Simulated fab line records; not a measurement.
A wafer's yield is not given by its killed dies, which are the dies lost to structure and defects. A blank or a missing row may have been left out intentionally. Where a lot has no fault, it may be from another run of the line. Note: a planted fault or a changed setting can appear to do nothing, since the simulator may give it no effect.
Which tool did it?	flow n5_finfet	24 lots, 72 wafers sampled, at 5 steps of a route of 1938

WHAT THE GAUGES SHOWED, per wafer
N5_HKMG_FIN_CD_MEAS_12: the cd target is 92.8 nm. Usual: cd_nm at 92.6 nm, with a standard deviation of 0.85.
lot	measured	on	cd_nm (nm)	flag
L074	day 4 00:42	cd_sem-03	90.6 91.6 91.0	
L075	day 4 07:49	cd_sem-03	91.5 91.2 91.4	
L076	day 4 15:20	cd_sem-02	92.2 92.6 92.2	
L077	day 4 21:25	cd_sem-01	93.1 92.8 93.1	
L078	day 5 04:14	cd_sem-02	93.7 92.9 92.6	
L079	day 5 13:53	cd_sem-03	93.1 93.6 93.7	
L080	day 5 16:37	cd_sem-02	92.1 92.1 93.1	
L081	day 5 22:48	cd_sem-01	93.2 93.6 92.3	
L082	day 6 02:46	cd_sem-01	92.3 92.9 94.0	
L083	day 6 07:03	cd_sem-03	92.8 92.9 91.9	
L084	day 6 14:58	cd_sem-02	94.3 92.3 93.1	
L085	day 7 03:26	cd_sem-03	93.0 93.0 92.1	
L086	day 7 05:50	cd_sem-03	93.4 92.0 92.5	
L087	day 7 09:38	cd_sem-01	91.7 92.9 92.8	
L088	day 7 18:05	cd_sem-01	91.3 91.0 91.9	
L089	day 7 22:40	cd_sem-02	93.0 92.0 92.9	
L090	day 8 01:28	cd_sem-01	92.6 92.4 91.8	
L091	day 8 11:26	cd_sem-02	93.4 93.2 91.5	
L092	day 8 16:13	cd_sem-02	91.1 91.2 92.2	
L093	day 8 22:42	cd_sem-01	92.2 91.9 92.7	
L094	day 9 06:29	cd_sem-03	93.2 92.1 93.2	
L095	day 9 10:59	cd_sem-03	91.6 92.0 91.4	
L096	day 9 15:41	cd_sem-02	92.8 92.9 92.3	
L097	day 9 23:10	cd_sem-02	92.1 92.6 91.8	

N5_GATE_CUT_OVL_MEAS_14. Usual: GATE_CUT_OVL 0.5 nm, standard deviation 0.68.
lot	measured	on	GATE_CUT_OVL (nm)	flag
L074	day 4 09:53	overlay-02	-0.5 0.3 0.5	
L075	day 4 17:07	overlay-02	-0.2 0.0 0.2	
L076	day 4 23:50	overlay-01	1.1 0.3 0.8	
L077	day 5 06:07	overlay-02	-0.1 0.7 -0.1	
L078	day 5 13:26	overlay-01	0.8 1.0 0.8	
L079	day 5 23:14	overlay-01	0.5 0.1 0.9	
L080	day 6 00:43	overlay-02	-0.2 -1.3 -0.6	
L081	day 6 07:08	overlay-02	1.6 1.0 0.3	
L082	day 6 11:01	overlay-02	-0.4 -0.5 -0.2	
L083	day 6 15:30	overlay-02	-0.3 0.4 1.3	
L084	day 6 23:17	overlay-02	0.8 -0.2 0.6	
L085	day 7 11:44	overlay-02	1.5 0.7 1.2	
L086	day 7 14:53	overlay-02	-1.2 0.4 0.0	
L087	day 7 18:10	overlay-01	0.2 0.3 0.1	
L088	day 8 04:24	overlay-02	1.0 -0.7 0.3	
L089	day 8 07:49	overlay-02	-0.1 0.9 1.5	
L090	day 8 10:32	overlay-02	-0.3 -0.1 0.3	
L091	day 8 20:14	overlay-02	1.5 2.4 1.1	
L092	day 9 03:22	overlay-02	0.5 0.9 -0.2	
L093	day 9 07:08	overlay-02	0.6 1.0 0.2	
L094	day 9 14:51	overlay-01	0.6 0.0 0.4	
L095	day 9 19:29	overlay-01	1.6 1.0 1.2	
L096	day 10 00:22	overlay-02	1.0 1.2 1.1	
L097	day 10 07:27	overlay-01	1.2 1.6 0.2	

WHAT TOOL EACH LOT RAN ON (gives the tool, then ch and the chambers of the sampled wafers, and finally the start)
lot	N5_HKMG_FIN_PWFM_ALD_03	N5_HKMG_FIN_ETCH_35	N5_HKMG_FIN_STRIP_88
L074	ald_metal-02 ch 0,2,3, day 3 23:52	rie_diel-05 ch 0,1,2, day 4 01:05	plasma_asher-02 ch 0,1, day 4 02:46
L075	ald_metal-02 ch 0,2,3, day 4 06:58	rie_diel-05 ch 1,2, day 4 08:54	plasma_asher-01 ch 0,1, day 4 10:40
L076	ald_metal-04 ch 0,1, day 4 14:29	rie_diel-03 ch 2,3, day 4 15:43	plasma_asher-02 ch 0,1, day 4 17:00
L077	ald_metal-02 ch 2,3, day 4 20:34	rie_diel-05 ch 0,1,3, day 4 22:01	plasma_asher-02 ch 0,1, day 4 23:17
L078	ald_metal-02 ch 0,1, day 5 03:23	rie_diel-01 ch 1,2,3, day 5 05:35	plasma_asher-02 ch 0,1, day 5 06:59
L079	ald_metal-02 ch 0,1,3, day 5 13:04	rie_diel-03 ch 0,1,2, day 5 14:37	plasma_asher-01 ch 0,1, day 5 15:56
L080	ald_metal-03 ch 0,3, day 5 15:47	rie_diel-01 ch 0,1,3, day 5 17:00	plasma_asher-02 ch 1, day 5 18:16
L081	ald_metal-02 ch 0,2, day 5 21:58	rie_diel-03 ch 2,3, day 5 23:11	plasma_asher-01 ch 0,1, day 6 00:27
L082	ald_metal-03 ch 0,2,3, day 6 01:55	rie_diel-05 ch 2,3, day 6 03:09	plasma_asher-02 ch 0,1, day 6 04:25
L083	ald_metal-02 ch 2,3, day 6 06:20	rie_diel-01 ch 1,2,3, day 6 07:26	plasma_asher-01 ch 0,1, day 6 08:56
L084	ald_metal-03 ch 0,2, day 6 14:07	rie_diel-01 ch 1,2,3, day 6 15:21	plasma_asher-02 ch 0,1, day 6 16:39
L085	ald_metal-03 ch 1,2,3, day 7 02:37	rie_diel-01 ch 0,1,2, day 7 03:50	plasma_asher-02 ch 0,1, day 7 05:06
L086	ald_metal-04 ch 0,1,3, day 7 05:00	rie_diel-03 ch 2,3, day 7 06:27	plasma_asher-02 ch 0,1, day 7 07:49
L087	ald_metal-02 ch 0,1, day 7 08:49	rie_diel-03 ch 1,2,3, day 7 10:02	plasma_asher-02 ch 0,1, day 7 11:18
L088	ald_metal-04 ch 1,2,3, day 7 17:14	rie_diel-03 ch 0,1,3, day 7 20:05	plasma_asher-02 ch 0,1, day 7 21:37
L089	ald_metal-04 ch 2,3, day 7 21:36	rie_diel-03 ch 1,2,3, day 7 23:44	plasma_asher-02 ch 0,1, day 8 01:06
L090	ald_metal-04 ch 2,3, day 8 00:31	rie_diel-03 ch 0,2,3, day 8 02:29	plasma_asher-01 ch 0,1, day 8 04:04
L091	ald_metal-03 ch 1,2, day 8 10:36	rie_diel-05 ch 1,2, day 8 11:50	plasma_asher-01 ch 0,1, day 8 13:07
L092	ald_metal-04 ch 1,2,3, day 8 15:31	rie_diel-03 ch 1,2,3, day 8 17:10	plasma_asher-01 ch 0,1, day 8 18:28
L093	ald_metal-02 ch 0,2,3, day 8 21:52	rie_diel-05 ch 0,1, day 8 23:17	plasma_asher-02 ch 0,1, day 9 00:43
L094	ald_metal-03 ch 2,3, day 9 05:39	rie_diel-03 ch 0,2,3, day 9 06:56	plasma_asher-02 ch 0,1, day 9 08:23
L095	ald_metal-03 ch 0,1,2, day 9 10:17	rie_diel-01 ch 0,1, day 9 11:23	plasma_asher-02 ch 0,1, day 9 12:39
L096	ald_metal-03 ch 0,1,3, day 9 14:59	rie_diel-01 ch 0,3, day 9 16:17	plasma_asher-01 ch 0,1, day 9 17:34
L097	ald_metal-04 ch 0,2,3, day 9 22:26	rie_diel-01 ch 1,2,3, day 9 23:35	plasma_asher-01 ch 0,1, day 10 00:51
- N5_HKMG_FIN_PWFM_ALD_03: deposits TiN, target thk 2 nm, pulse time 1 s, purge time 3 s.
- N5_HKMG_FIN_ETCH_35: etches SOC in N2/H2, target depth 215.8 nm, time 243.4 s.
- N5_HKMG_FIN_STRIP_88: strips in N2/H2, time 360 s.

WHAT THE TOOLS THEMSELVES READ (means of the sampled wafers that have a number; where no wafer has one, the mark that the record gives instead)
N5_HKMG_FIN_PWFM_ALD_03. Usual: heater_power_w 865 W, standard deviation 91; precursor_pulse_height_rel 0.998, standard deviation 0.019.
lot	tool	heater_power_w (W)	precursor_pulse_height_rel	flag
L074	ald_metal-02	831	0.983	
L075	ald_metal-02	834	1.007	
L076	ald_metal-04	866	1.002	
L077	ald_metal-02	792	0.988	
L078	ald_metal-02	781	1.011	
L079	ald_metal-02	762	1.015	
L080	ald_metal-03	934	1.011	
L081	ald_metal-02	861	0.980	
L082	ald_metal-03	960	0.999	
L083	ald_metal-02	868	0.995	
L084	ald_metal-03	997	0.995	
L085	ald_metal-03	907	0.995	
L086	ald_metal-04	835	0.979	
L087	ald_metal-02	777	0.987	
L088	ald_metal-04	828	1.013	
L089	ald_metal-04	848	1.007	
L090	ald_metal-04	812	1.009	
L091	ald_metal-03	932	1.015	
L092	ald_metal-04	827	0.995	
L093	ald_metal-02	825	0.987	
L094	ald_metal-03	925	0.990	
L095	ald_metal-03	955	0.997	
L096	ald_metal-03	961	0.994	
L097	ald_metal-04	854	1.000	

N5_HKMG_FIN_ETCH_35. Usual: drypump_motor_current_A 5.6 A (standard deviation 0.33); h2_flow_sccm 200.0 sccm (standard deviation 0.63); oes_product_au 0.76 a.u. (standard deviation 0.066); rf_fwd_power_W 2993 W (standard deviation 9); rf_vpp_V 141.6 V (standard deviation 0.9); showerhead_plenum_p_Torr 2.55 Torr (standard deviation 0.068); throttle_valve_pct 17.84 % (standard deviation 0.29).
lot	tool	drypump_motor_current_A (A)	h2_flow_sccm (sccm)	oes_product_au (a.u.)	rf_fwd_power_W (W)	rf_vpp_V (V)	showerhead_plenum_p_Torr (Torr)	throttle_valve_pct (%)	flag
L074	rie_diel-05	5.4	200.1	0.76	3001	141.9	2.64	18.05	
L075	rie_diel-05	5.3	200.0	0.73	3000	141.7	2.65	18.07	
L076	rie_diel-03	5.5	200.0	0.81	2984	141.1	2.51	17.56	
L077	rie_diel-05	5.8	199.7	0.74	2988	141.2	2.55	17.91	
L078	rie_diel-01	5.7	200.0	0.72	2998	141.5	2.52	17.94	
L079	rie_diel-03	5.5	199.9	0.79	2989	141.5	2.60	17.68	
L080	rie_diel-01	5.7	199.7	0.70	2986	140.8	2.52	17.90	
L081	rie_diel-03	5.2	200.0	0.78	3000	141.7	2.53	17.65	
L082	rie_diel-05	5.6	200.1	0.70	2995	140.7	2.56	18.16	
L083	rie_diel-01	5.7	200.2	0.72	2994	140.5	2.52	17.97	
L084	rie_diel-01	5.7	200.3	0.71	2986	140.9	2.52	17.97	
L085	rie_diel-01	5.8	199.6	0.79	2993	141.3	2.51	17.87	
L086	rie_diel-03	5.2	200.1	0.77	2995	142.3	2.52	17.67	
L087	rie_diel-03	5.5	199.9	0.81	2997	141.9	2.54	17.66	
L088	rie_diel-03	5.8	200.1	0.81	2991	141.3	2.57	17.64	
L089	rie_diel-03	5.5	199.6	0.80	2996	141.8	2.54	17.68	
L090	rie_diel-03	5.5	200.3	0.76	2991	141.3	2.55	17.64	
L091	rie_diel-05	5.5	199.5	0.72	2995	141.9	2.62	17.93	
L092	rie_diel-03	5.5	199.6	0.79	2986	141.5	2.53	17.68	
L093	rie_diel-05	5.5	199.6	0.74	2984	141.2	2.61	17.91	
L094	rie_diel-03	5.5	200.0	0.75	2990	141.6	2.54	17.67	
L095	rie_diel-01	5.8	199.7	0.77	2995	141.2	2.51	17.62	
L096	rie_diel-01	5.8	200.2	0.83	2992	140.7	2.51	17.92	
L097	rie_diel-01	5.7	200.2	0.79	2990	141.8	2.51	17.87	

N5_HKMG_FIN_STRIP_88. Usual: drypump_motor_current_A 6.1 A, standard deviation 0.45; h2_flow_sccm 3250 sccm, standard deviation 9.6; heater_power_w 482 W, standard deviation 41.
lot	tool	drypump_motor_current_A (A)	h2_flow_sccm (sccm)	heater_power_w (W)	flag
L074	plasma_asher-02	5.8	3243	512	
L075	plasma_asher-01	6.4	3249	422	
L076	plasma_asher-02	5.9	3261	507	
L077	plasma_asher-02	6.2	3239	508	
L078	plasma_asher-02	5.9	3249	516	
L079	plasma_asher-01	6.3	3261	451	
L080	plasma_asher-02	5.5	3247	530	
L081	plasma_asher-01	6.3	3245	429	
L082	plasma_asher-02	5.8	3257	518	
L083	plasma_asher-01	6.3	3243	454	
L084	plasma_asher-02	6.2	3244	503	
L085	plasma_asher-02	5.8	3264	509	
L086	plasma_asher-02	6.2	3242	494	
L087	plasma_asher-02	6.2	3250	505	
L088	plasma_asher-02	5.8	3245	514	
L089	plasma_asher-02	5.9	3248	516	
L090	plasma_asher-01	6.3	3251	430	
L091	plasma_asher-01	6.3	3245	450	
L092	plasma_asher-01	6.3	3245	428	
L093	plasma_asher-02	6.2	3256	504	
L094	plasma_asher-02	5.8	3242	510	
L095	plasma_asher-02	5.8	3251	515	
L096	plasma_asher-01	6.3	3248	430	
L097	plasma_asher-01	6.3	3255	448	

THE ANSWER, worked out from the rows above alone
Rule: a lot counts as off when the mean over its wafers that have a number is more than 3 standard deviations away from the usual mean. A lot without any number at a reading at which 4 lots or more have one is off too. Any other lot the step has rows for is counted as sound. After the gauges, taken in route order, come the tools' own readings; for these a lot's mean is taken, as printed above. The first step at which some lot is off is used, and at that step the reading that is off furthest; a lot without a number counts as furthest.
No lot is off at any reading shown: from this, nothing can be told.

WHAT WAS PUT IN BY THE SIMULATOR
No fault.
